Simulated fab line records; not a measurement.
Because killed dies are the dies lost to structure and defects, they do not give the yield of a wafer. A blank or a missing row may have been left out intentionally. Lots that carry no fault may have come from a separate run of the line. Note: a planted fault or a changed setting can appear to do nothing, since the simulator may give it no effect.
Comparing a struck lot with a sound one + flow nandHarc + 28 out of 1302 route steps
Sound: these wafers, L877.2, L877.3, L877.6. Wafers struck: L873.2, L873.4, L873.6. The cause comes at the end.
Each step with rows lists, per side, the tool, then ch with its chambers, then its first start. Under that, the readings that differ: sound wafers + struck wafers + difference of the means + sigmas: that difference in standard deviations of wafers without a fault.
alike: readings whose means differ by less than 2 such deviations, and words and numbers that are the same on both sides. not compared: withheld readings, readings that some wafer has no value for, bounds like >300 that may hide the same value, and numbers for which the record gives no deviation and whose values overlap.
A row with sigmas, a row that says differs or no value, or rows on one side alone: a step with any of these is where the two part. When numbers do not overlap yet have no deviation, they are printed without sigmas and do not part them. A reading that every wafer of one side lacks parts them only if that side has two wafers or more.

first, 1 step without rows for these wafers: NHARC_A_CONTACT_ETCH_132 (etches the open film in C4F8/O2/Ar, time 197 s, target depth 1924 nm).
NHARC_A_CONTACT_ETCH_133: etches the open film in C4F8/O2/Ar, time 374 s, target depth 1610 nm.
  sound on harCapEtch-03 ch 1, day 30 13:08; struck on harCapEtch-01 ch 0, day 29 06:14
  alike: oesAirLineAu
  not compared: rfHoursCounterH
NHARC_A_CONTACT_ETCH_91: etches the open film in CH3F/O2, target depth 40 nm, time 85.7 s.
  sound on rieDiel-07 ch 0,3, day 30 13:51; struck on rieDiel-07 ch 0,1,2, day 29 07:01
  alike: drypumpMotorCurrentA, oesProductAu, rfVppV, showerheadPlenumPTorr, throttleValvePct
  not compared: rfHoursCounterH
then, 1 step without rows for these wafers: NHARC_A_CONTACT_ETCH_97 (etches the open film in C4F6/O2, target depth 20 nm, time 10 s).
NHARC_A_CONTACT_CD_MEAS_80:
  sound on cdSem-02 at day 30 14:04; struck on cdSem-02 at day 29 07:13
  alike: cdNm
then, 4 steps without rows for these wafers: NHARC_A_CONTACT_STRIP_103 (strips in N2/H2); NHARC_A_CONTACT_STRIP_104 (strips in CF4/CHF3); NHARC_A_CONTACT_STRIP_105 (strips in O2/COS); NHARC_A_CONTACT_ETCH_106 (etches the open film in CF4/O2, target depth 90 nm, overetch 9 nm, time 49.5 s).
NHARC_A_CONTACT_STRIP_82: strips in O2.
  sound on rieDiel-11 ch 1,3; struck on rieDiel-12 ch 0,1,3
  alike: drypumpMotorCurrentA, oesProductAu, rfVppV, showerheadPlenumPTorr, throttleValvePct
  not compared: rfHoursCounterH
then, 1 step without rows for these wafers: NHARC_A_CONTACT_STRIP_83 (strips in post etch residue remover, time 600 s).
NHARC_A_CONTACT_DEP_84: deposits aC, target thk 2800 nm.
  sound on aclDep-01 ch 0, day 30 16:52; struck on aclDep-01 ch 0, day 29 09:34
  alike: throttleValvePct
NHARC_A_CONTACT_DEP_85: deposits SiON, target thk 60 nm.
  sound on pecvd-01 ch 1,2, day 30 18:17; struck on pecvd-04 ch 1,2, day 29 11:02
  alike: chamberPressureTorr, heaterPowerW
then, 10 steps without rows for these wafers: NHARC_A_CONTACT_DEHYDRATE_00 (time 120 s); NHARC_A_CONTACT_HMDS_01 (time 30 s); NHARC_A_CONTACT_COAT_86 (time 75 s); NHARC_A_CONTACT_COAT_87 (time 65 s); NHARC_A_CONTACT_COAT_02 (resist thk 90 nm); NHARC_A_CONTACT_SOFTBAKE_03 (time 55 s); NHARC_A_CONTACT_EBR_04; NHARC_A_CONTACT_EXPOSE_05 (exposes mask A CC); NHARC_A_CONTACT_PEB_06 (peb time 65 s); NHARC_A_CONTACT_DEVELOP_07 (develop time 35 s).
NHARC_A_CONTACT_CD_MEAS_08: target cd 200 nm.
  sound on cdSem-03 ch 0, day 30 19:01; struck on cdSem-01 ch 0, day 29 11:38
  alike: cdNm
NHARC_A_CONTACT_OVL_MEAS_09:
  sound on overlay-02 at day 30 19:07; struck on overlay-01 at day 29 11:43
  alike: overlayXNm, overlayYNm
NHARC_A_CONTACT_INSPECT_10:
  sound on defectInspect-01 at day 30 19:08; struck on defectInspect-02 at day 29 11:46
| reading        | sound     | struck      | difference | sigmas |
|----------------|-----------|-------------|------------|--------|
| rawDefectCount | 83 91 107 | 741 724 758 | +647       | +19    |
NHARC_A_CONTACT_DESCUM_13: chemistry O2, time 3 s.
  sound on rieDiel-07 ch 1,2, day 30 19:12; struck on rieDiel-11 ch 2,3, day 29 11:49
  alike: drypumpMotorCurrentA, oesProductAu, rfVppV, showerheadPlenumPTorr, throttleValvePct
  not compared: rfHoursCounterH
-- break in the record here, with 2 days between the starts of the struck wafers on either side (left off in module A_CONTACT, picked up again in module END, where the first step shown is number 1302 on the route) --
NHARC_END_SORT_01:
  here the record holds rows for the struck wafers (prober-01 ch 0, day 31 14:13) but none for the sound ones

WHERE THEY PART
At NHARC_A_CONTACT_INSPECT_10 first; at NHARC_END_SORT_01 last (within this record only).

WHY: the cause the simulator had injected
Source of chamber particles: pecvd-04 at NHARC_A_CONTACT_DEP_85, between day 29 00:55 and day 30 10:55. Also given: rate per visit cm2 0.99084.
